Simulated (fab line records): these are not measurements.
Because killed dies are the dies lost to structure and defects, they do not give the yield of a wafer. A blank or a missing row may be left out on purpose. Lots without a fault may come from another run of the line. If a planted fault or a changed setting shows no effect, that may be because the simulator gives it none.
Chamber matching + flow nandHarc + pecvd-02 running NHARC_A_SLIT_DEP_23: 3 sister chambers
The step deposits SiON, target thk 100 nm. 6 wafers are shown with their chamber, then 9 later ones without.

## WAFERS PAIRED WITH THEIR CHAMBERS
| wafer  | chamber | heaterPowerW (W) |
|--------|---------|------------------|
| L083.2 | 1       | 885              |
| L083.5 | 1       | 865              |
| L086.1 | 0       | 608              |
| L089.3 | 2       | 771              |
| L089.4 | 2       | 746              |
| L089.5 | 0       | 578              |

## WAFERS WHOSE CHAMBER IS MISSING
| wafer  | heaterPowerW (W) |
|--------|------------------|
| L091.1 | 788              |
| L091.3 | 857              |
| L091.4 | 893              |
| L095.1 | 734              |
| L095.2 | 532              |
| L095.4 | 737              |
| L096.1 | 749              |
| L096.3 | 905              |
| L096.4 | 757              |

## CHAMBER TAKEN BY EACH
| wafer  | from the rows above | in truth |
|--------|---------------------|----------|
| L091.1 | 2                   | 2        |
| L091.3 | 1                   | 1        |
| L091.4 | 1                   | 1        |
| L095.1 | 2                   | 2        |
| L095.2 | 0                   | 0        |
| L095.4 | 2                   | 2        |
| L096.1 | 2                   | 2        |
| L096.3 | 1                   | 1        |
| L096.4 | 2                   | 2        |
Correctly placed: 9 of 9. Left unplaced by these rows: 0. Placed wrongly: 0.
How it was worked out, from the rows above alone: a wafer's distance from a chamber is the root of the sum, over the readings, of the square of ((its reading less the chamber's mean) divided by the reading's scatter). The wafer belongs to the nearest chamber; if the next one is less than 2 further off, it can't be placed. The mean given for a chamber averages the wafers shown for that chamber. The scatter is the square root of a quotient: the sum, over the shown wafers, of each reading's squared deviation from its chamber's mean, divided by wafers minus chambers.
